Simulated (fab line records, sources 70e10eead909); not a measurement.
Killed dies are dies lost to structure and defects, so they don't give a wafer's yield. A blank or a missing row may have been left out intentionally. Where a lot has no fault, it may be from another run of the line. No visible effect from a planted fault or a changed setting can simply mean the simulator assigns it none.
fab line records	flow nand_harc	part 2 of 2: steps 31 to 40 of 40
record: lots: 5	wafers: 15	last_day: 33
route steps=1302 shown A_START@389 A_ZERO_WELL@390 A_SOURCE_PLATE@413 A_ONON_D1@424
lots with no fault: from the same line, run without faults
start_h: the number of hours between the record's first day and the start of the first shown wafer of the lot	wait_h: time in hours since the lot's previous step	" as in the row above	L1.1+2: a single row standing in for several wafers	- no value, or no start was given	* or withheld: withheld	< > ~ a bound
route shown NAME@n: names a module that has steps shown in the file, with the first one's number in the route	usual: mean/standard deviation of fault-free wafers	same: alike in all rows	chamber/n: place in a boat	sites: per-site readings	_std_site: their standard deviation	_edge_site: outer sites' mean less inner sites'	radius_mm: for every site, how far away it sits from the centre of the wafer	mask NAME#n: copy n	behind: the most recent tool/chamber to have shaped the wafer	hold: why the lot went on hold/how many hours it stayed there/how the hold came to an end	device: the n, p or np transistor that did not switch	end of line: the route-end tests of the same wafers	step lacking rows: just its recipe	killed: not the wafer's yield, but the dies lost to structure and defects at the first sort	map: a wafer's dies, marking killed ones x, the rest . and places with no die _
set.NAME: the run value of the setting; set.NAME@STEP: its run value at that earlier step	model.NAME: the simulator's own value behind a step, which no gauge read
lots seen at some steps along the route; tables by step, rows by wafer
services: a tool's chamber out of use, with start hour (start_h, from the record's first day; less than 0 if before it), hours out, and reason
== steps ==
step: NHARC_A_SOURCE_PLATE_THK_MEAS_06
recipe: thk_meas_gauge: ellipsometry
usual: thk_nm: 200.7/2.1
lot.wafer	tool	chamber	start_h	wait_h	thk_nm
L080.2	film_metro-01	-	225.34	0.4	200.2
L080.4	"	-	"	"	202.3
L080.6	"	-	"	"	203.5
L083.3	film_metro-02	-	258.21	0.4	199.3
L083.4	"	-	"	"	199.9
L083.5	"	-	"	"	199.3
L086.2	film_metro-02	-	282.94	0.4	200.3
L086.4	"	-	"	"	201.8
L086.6	"	-	"	"	202.5
L087.2	film_metro-02	-	305.31	0.4	201.7
L087.3	"	-	"	"	200.4
L087.5	"	-	"	"	201.1
L094.2	film_metro-01	-	362.07	0.4	201.9
L094.3	"	-	"	"	201.1
L094.6	"	-	"	"	201.7
step: NHARC_A_SOURCE_PLATE_INSPECT_08
usual: raw_defect_count: 63/30
lot.wafer	tool	chamber	start_h	wait_h	raw_defect_count
L080.2	defect_inspect-02	-	225.45	0.0	46
L080.4	"	-	"	"	41
L080.6	"	-	"	"	48
L083.3	defect_inspect-02	-	258.28	0.0	124
L083.4	"	-	"	"	74
L083.5	"	-	"	"	68
L086.2	defect_inspect-01	-	283.01	0.0	60
L086.4	"	-	"	"	57
L086.6	"	-	"	"	75
L087.2	defect_inspect-01	-	305.38	0.0	16
L087.3	"	-	"	"	41
L087.5	"	-	"	"	26
L094.2	defect_inspect-01	-	362.18	0.0	73
L094.3	"	-	"	"	55
L094.6	"	-	"	"	98
step: NHARC_A_ONON_D1_DEP_00
recipe: target_thk_a: 10000	n2_flow_sccm: 2750	n2o_flow_sccm: 2000	nh3_flow_sccm: 500	sih4_flow_sccm: 210	temp_c: 400
usual: sih4_flow_sccm: 210.0/0.63	susceptor_temp_C: 399.96/0.23
lot.wafer	tool	chamber	start_h	wait_h	sih4_flow_sccm	susceptor_temp_C
L080.2	pecvd_onon-03	0	225.57	0.1	209.6	399.84
L080.4	"	0	"	"	209.1	400.14
L080.6	"	0	"	"	209.6	399.90
L083.3	pecvd_onon-01	0	258.46	0.2	208.5	400.21
L083.4	"	0	"	"	208.5	400.73
L083.5	"	0	"	"	208.5	400.17
L086.2	pecvd_onon-01	0	283.13	0.1	210.4	400.13
L086.4	"	0	"	"	210.2	400.13
L086.6	"	0	"	"	210.5	400.05
L087.2	pecvd_onon-03	0	305.50	0.1	209.7	400.03
L087.3	"	0	"	"	209.6	399.87
L087.5	"	0	"	"	209.9	400.18
L094.2	pecvd_onon-03	0	362.30	0.1	210.5	399.73
L094.3	"	0	"	"	210.6	399.57
L094.6	"	0	"	"	209.4	399.72
step: NHARC_A_ONON_D1_THK_MEAS_02
recipe: thk_meas_gauge: ellipsometry
usual: thk_nm: 1000/9.6
lot.wafer	tool	chamber	start_h	wait_h	thk_nm
L080.2	film_metro-02	-	226.03	-	996
L080.4	"	-	"	"	993
L080.6	"	-	"	"	996
L083.3	film_metro-02	-	258.85	-	998
L083.4	"	-	"	"	997
L083.5	"	-	"	"	996
L086.2	film_metro-02	-	283.58	-	992
L086.4	"	-	"	"	994
L086.6	"	-	"	"	993
L087.2	film_metro-02	-	305.95	-	1018
L087.3	"	-	"	"	1014
L087.5	"	-	"	"	1018
L094.2	film_metro-01	-	362.75	-	1002
L094.3	"	-	"	"	1000
L094.6	"	-	"	"	1001
step: NHARC_A_ONON_D1_DEP_03
recipe: target_thk_a: 10000	n2_flow_sccm: 2750	n2o_flow_sccm: 2000	nh3_flow_sccm: 500	sih4_flow_sccm: 210	temp_c: 400
usual: sih4_flow_sccm: 210.1/0.55	susceptor_temp_C: 399.97/0.23
lot.wafer	tool	chamber	start_h	wait_h	sih4_flow_sccm	susceptor_temp_C
L080.2	pecvd_onon-01	0	226.14	0.1	210.2	399.52
L080.4	"	0	"	"	210.0	399.89
L080.6	"	0	"	"	210.7	399.90
L083.3	pecvd_onon-03	0	259.02	0.2	210.4	400.04
L083.4	"	0	"	"	210.3	399.97
L083.5	"	0	"	"	210.3	400.15
L086.2	pecvd_onon-02	0	283.70	0.1	209.9	400.18
L086.4	"	0	"	"	209.2	400.16
L086.6	"	0	"	"	210.5	400.13
L087.2	pecvd_onon-03	0	306.06	0.1	209.4	400.00
L087.3	"	0	"	"	210.0	399.77
L087.5	"	0	"	"	209.5	399.72
L094.2	pecvd_onon-01	0	362.86	0.1	209.9	399.82
L094.3	"	0	"	"	210.0	400.00
L094.6	"	0	"	"	210.7	400.14
step: NHARC_A_ONON_D1_THK_MEAS_05
recipe: thk_meas_gauge: ellipsometry
usual: thk_nm: 1000/9.7
lot.wafer	tool	chamber	start_h	wait_h	thk_nm
L080.2	film_metro-02	-	226.59	-	990
L080.4	"	-	"	"	990
L080.6	"	-	"	"	987
L083.3	film_metro-02	-	259.44	-	992
L083.4	"	-	"	"	991
L083.5	"	-	"	"	993
L086.2	film_metro-02	-	284.15	-	987
L086.4	"	-	"	"	987
L086.6	"	-	"	"	986
L087.2	film_metro-02	-	306.51	-	995
L087.3	"	-	"	"	994
L087.5	"	-	"	"	993
L094.2	film_metro-01	-	363.35	-	1007
L094.3	"	-	"	"	1009
L094.6	"	-	"	"	1006
step: NHARC_A_ONON_D1_DEP_06
recipe: target_thk_a: 10000	n2_flow_sccm: 2750	n2o_flow_sccm: 2000	nh3_flow_sccm: 500	sih4_flow_sccm: 210	temp_c: 400
usual: sih4_flow_sccm: 210.0/0.64	susceptor_temp_C: 400.00/0.19
lot.wafer	tool	chamber	start_h	wait_h	sih4_flow_sccm	susceptor_temp_C
L080.2	pecvd_onon-02	0	226.71	0.1	209.5	400.25
L080.4	"	0	"	"	210.1	399.76
L080.6	"	0	"	"	209.5	400.13
L083.3	pecvd_onon-02	0	259.61	0.2	210.8	400.03
L083.4	"	0	"	"	211.3	400.36
L083.5	"	0	"	"	210.8	399.95
L086.2	pecvd_onon-03	0	284.26	0.1	210.2	400.08
L086.4	"	0	"	"	210.0	399.93
L086.6	"	0	"	"	210.9	399.95
L087.2	pecvd_onon-01	0	306.62	0.1	209.5	399.66
L087.3	"	0	"	"	209.9	400.35
L087.5	"	0	"	"	209.0	400.01
L094.2	pecvd_onon-03	0	363.46	0.1	209.7	400.10
L094.3	"	0	"	"	209.4	399.98
L094.6	"	0	"	"	210.0	400.15
step: NHARC_A_ONON_D1_THK_MEAS_08
recipe: thk_meas_gauge: ellipsometry
usual: thk_nm: 1000/9.5
lot.wafer	tool	chamber	start_h	wait_h	thk_nm
L080.2	film_metro-02	-	227.16	-	1016
L080.4	"	-	"	"	1017
L080.6	"	-	"	"	1017
L083.3	film_metro-02	-	260.01	-	1005
L083.4	"	-	"	"	1002
L083.5	"	-	"	"	1003
L086.2	film_metro-02	-	284.71	-	1014
L086.4	"	-	"	"	1014
L086.6	"	-	"	"	1014
L087.2	film_metro-02	-	307.08	-	997
L087.3	"	-	"	"	998
L087.5	"	-	"	"	997
L094.2	film_metro-01	-	363.92	-	991
L094.3	"	-	"	"	990
L094.6	"	-	"	"	991
step: NHARC_A_ONON_D1_DEP_09
recipe: target_thk_a: 10000	n2_flow_sccm: 2750	n2o_flow_sccm: 2000	nh3_flow_sccm: 500	sih4_flow_sccm: 210	temp_c: 400
usual: sih4_flow_sccm: 210.0/0.63	susceptor_temp_C: 399.98/0.23
lot.wafer	tool	chamber	start_h	wait_h	sih4_flow_sccm	susceptor_temp_C
L080.2	pecvd_onon-01	0	227.27	0.1	209.3	399.96
L080.4	"	0	"	"	210.3	399.90
L080.6	"	0	"	"	209.7	399.74
L083.3	pecvd_onon-01	0	260.18	0.2	210.3	400.13
L083.4	"	0	"	"	210.8	400.34
L083.5	"	0	"	"	210.1	399.72
L086.2	pecvd_onon-01	0	284.82	0.1	210.3	399.86
L086.4	"	0	"	"	210.3	400.02
L086.6	"	0	"	"	209.5	400.00
L087.2	pecvd_onon-02	0	307.19	0.1	209.8	399.90
L087.3	"	0	"	"	209.7	400.21
L087.5	"	0	"	"	210.5	400.41
L094.2	pecvd_onon-02	0	364.03	0.1	209.8	400.11
L094.3	"	0	"	"	210.1	399.93
L094.6	"	0	"	"	209.8	400.21
step: NHARC_A_ONON_D1_THK_MEAS_11
recipe: thk_meas_gauge: ellipsometry
usual: thk_nm: 999/9
lot.wafer	tool	chamber	start_h	wait_h	thk_nm
L080.2	film_metro-01	-	227.73	-	989
L080.4	"	-	"	"	990
L080.6	"	-	"	"	988
L083.3	film_metro-02	-	260.58	-	1015
L083.4	"	-	"	"	1015
L083.5	"	-	"	"	1014
L086.2	film_metro-02	-	285.28	-	987
L086.4	"	-	"	"	987
L086.6	"	-	"	"	987
L087.2	film_metro-02	-	307.64	-	1008
L087.3	"	-	"	"	1008
L087.5	"	-	"	"	1006
L094.2	film_metro-01	-	364.48	-	1006
L094.3	"	-	"	"	1006
L094.6	"	-	"	"	1007
== services ==
tool	chamber	start_h	hours	kind
wet_bench-09	-	176.80	8.0	pm
pecvd_onon-02	-	185.28	13.0	pm
rie_diel-08	-	190.80	9.0	pm
implanter-01	-	207.53	1.1	repair
pvd_sputter-01	-	214.85	2.3	repair
pvd_sputter-01	-	226.00	10.0	pm
litho_track-02	-	227.00	7.0	pm
pecvd_onon-03	-	227.00	13.0	pm
wet_bench-04	-	227.20	8.0	pm
krf_scanner-02	-	227.82	4.1	repair
lpcvd_poly-01	-	238.57	3.0	repair
rie_si-06	1	245.42	1.5	repair
rie_si-06	-	249.00	9.0	pm
krf_scanner-02	-	249.66	1.8	repair
litho_track-07	-	251.00	7.0	pm
wet_bench-05	-	260.80	8.0	pm
rie_diel-08	2	261.13	2.6	repair
pecvd_onon-01	-	269.95	13.0	pm
wet_bench-01	-	277.60	8.0	pm
litho_track-05	-	299.00	7.0	pm
wet_bench-09	-	307.98	6.2	repair
wet_bench-07	-	336.00	8.0	pm
wet_bench-05	-	352.50	3.1	repair
wet_bench-09	-	352.80	8.0	pm
